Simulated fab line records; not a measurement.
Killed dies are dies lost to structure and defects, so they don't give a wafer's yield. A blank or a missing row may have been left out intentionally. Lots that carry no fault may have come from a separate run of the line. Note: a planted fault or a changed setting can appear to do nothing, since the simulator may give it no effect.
Chamber matching || flow n5 finfet || N5_BEOL_M6_DEP_56 on pecvd-02: 3 sister chambers
The step deposits SiCN from 3MS/NH3, target thk 10 nm, time 17.5 s. 24 wafers are shown with their chamber, then 12 later ones without.

== WAFERS, EACH WITH ITS CHAMBER ==
{"wafer": "L075.1", "chamber": 0, "showerhead plenum p Torr (Torr)": 3.660, "throttle valve pct (%)": 8.8}
{"wafer": "L075.2", "chamber": 2, "showerhead plenum p Torr (Torr)": 3.646, "throttle valve pct (%)": 8.6}
{"wafer": "L075.3", "chamber": 1, "showerhead plenum p Torr (Torr)": 3.695, "throttle valve pct (%)": 9.2}
{"wafer": "L075.4", "chamber": 0, "showerhead plenum p Torr (Torr)": 3.661, "throttle valve pct (%)": 8.9}
{"wafer": "L075.5", "chamber": 2, "showerhead plenum p Torr (Torr)": 3.654, "throttle valve pct (%)": 8.6}
{"wafer": "L075.6", "chamber": 1, "showerhead plenum p Torr (Torr)": 3.680, "throttle valve pct (%)": 8.9}
{"wafer": "L076.1", "chamber": 1, "showerhead plenum p Torr (Torr)": 3.703, "throttle valve pct (%)": 9.1}
{"wafer": "L076.2", "chamber": 0, "showerhead plenum p Torr (Torr)": 3.674, "throttle valve pct (%)": 9.0}
{"wafer": "L076.4", "chamber": 0, "showerhead plenum p Torr (Torr)": 3.654, "throttle valve pct (%)": 8.7}
{"wafer": "L076.3", "chamber": 1, "showerhead plenum p Torr (Torr)": 3.701, "throttle valve pct (%)": 9.3}
{"wafer": "L076.5", "chamber": 0, "showerhead plenum p Torr (Torr)": 3.664, "throttle valve pct (%)": 8.9}
{"wafer": "L076.6", "chamber": 1, "showerhead plenum p Torr (Torr)": 3.693, "throttle valve pct (%)": 9.1}
{"wafer": "L077.2", "chamber": 0, "showerhead plenum p Torr (Torr)": 3.666, "throttle valve pct (%)": 9.1}
{"wafer": "L077.4", "chamber": 0, "showerhead plenum p Torr (Torr)": 3.645, "throttle valve pct (%)": 8.8}
{"wafer": "L077.5", "chamber": 1, "showerhead plenum p Torr (Torr)": 3.688, "throttle valve pct (%)": 9.2}
{"wafer": "L078.1", "chamber": 2, "showerhead plenum p Torr (Torr)": 3.641, "throttle valve pct (%)": 8.6}
{"wafer": "L078.3", "chamber": 1, "showerhead plenum p Torr (Torr)": 3.690, "throttle valve pct (%)": 9.1}
{"wafer": "L078.4", "chamber": 2, "showerhead plenum p Torr (Torr)": 3.640, "throttle valve pct (%)": 8.3}
{"wafer": "L082.4", "chamber": 0, "showerhead plenum p Torr (Torr)": 3.663, "throttle valve pct (%)": 9.1}
{"wafer": "L082.5", "chamber": 1, "showerhead plenum p Torr (Torr)": 3.679, "throttle valve pct (%)": 9.3}
{"wafer": "L082.6", "chamber": 2, "showerhead plenum p Torr (Torr)": 3.644, "throttle valve pct (%)": 8.7}
{"wafer": "L081.3", "chamber": 1, "showerhead plenum p Torr (Torr)": 3.686, "throttle valve pct (%)": 9.2}
{"wafer": "L081.5", "chamber": 1, "showerhead plenum p Torr (Torr)": 3.686, "throttle valve pct (%)": 9.1}
{"wafer": "L081.6", "chamber": 2, "showerhead plenum p Torr (Torr)": 3.648, "throttle valve pct (%)": 8.7}

SIGNATURES, as means of the wafers listed above
{"reading": "showerhead plenum p Torr", "chamber 0": 3.66087, "chamber 1": 3.69010, "chamber 2": 3.64550, "scatter within a chamber": 0.00764}
{"reading": "throttle valve pct", "chamber 0": 8.912, "chamber 1": 9.150, "chamber 2": 8.583, "scatter within a chamber": 0.135}
Rule: a wafer's distance from a chamber is the root of the sum, over the readings, of the square of ((its reading less the chamber's mean) divided by the reading's scatter). The wafer belongs to the nearest chamber; if the next one is less than 2 further off, it can't be placed. How the scatter is found: for the shown wafers, subtract from each reading the mean of its chamber, square and add these, divide the total by (wafers less chambers), then take the root.

== WAFERS MISSING THEIR CHAMBER ==
{"wafer": "L089.1", "showerhead plenum p Torr (Torr)": 3.661, "throttle valve pct (%)": 8.9}
{"wafer": "L089.2", "showerhead plenum p Torr (Torr)": 3.687, "throttle valve pct (%)": 9.2}
{"wafer": "L089.3", "showerhead plenum p Torr (Torr)": 3.655, "throttle valve pct (%)": 8.8}
{"wafer": "L089.4", "showerhead plenum p Torr (Torr)": 3.650, "throttle valve pct (%)": 9.0}
{"wafer": "L089.5", "showerhead plenum p Torr (Torr)": 3.667, "throttle valve pct (%)": 8.9}
{"wafer": "L089.6", "showerhead plenum p Torr (Torr)": 3.689, "throttle valve pct (%)": 9.2}
{"wafer": "L091.3", "showerhead plenum p Torr (Torr)": 3.654, "throttle valve pct (%)": 8.9}
{"wafer": "L091.5", "showerhead plenum p Torr (Torr)": 3.634, "throttle valve pct (%)": 8.8}
{"wafer": "L091.6", "showerhead plenum p Torr (Torr)": 3.689, "throttle valve pct (%)": 9.3}
{"wafer": "L093.2", "showerhead plenum p Torr (Torr)": 3.642, "throttle valve pct (%)": 8.7}
{"wafer": "L093.3", "showerhead plenum p Torr (Torr)": 3.672, "throttle valve pct (%)": 9.0}
{"wafer": "L093.5", "showerhead plenum p Torr (Torr)": 3.641, "throttle valve pct (%)": 8.7}

== EACH ONE'S CHAMBER ==
{"wafer": "L089.1", "from the rows above": 0, "in truth": 0}
{"wafer": "L089.2", "from the rows above": 1, "in truth": 1}
{"wafer": "L089.3", "from the rows above": "can't be placed: 0 or 2", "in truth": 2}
{"wafer": "L089.4", "from the rows above": "can't be placed: 0 or 2", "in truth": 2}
{"wafer": "L089.5", "from the rows above": 0, "in truth": 0}
{"wafer": "L089.6", "from the rows above": 1, "in truth": 1}
{"wafer": "L091.3", "from the rows above": "can't be placed: 0 or 2", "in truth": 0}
{"wafer": "L091.5", "from the rows above": "can't be placed: 2 or 0", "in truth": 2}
{"wafer": "L091.6", "from the rows above": 1, "in truth": 1}
{"wafer": "L093.2", "from the rows above": "can't be placed: 2 or 0", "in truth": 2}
{"wafer": "L093.3", "from the rows above": "can't be placed: 0 or 1", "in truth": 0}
{"wafer": "L093.5", "from the rows above": "can't be placed: 2 or 0", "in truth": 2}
Correct placement for 5 of the 12. Cannot be placed on the basis of these rows: 7; the candidates contain the true chamber in 7. 0 placed wrongly.
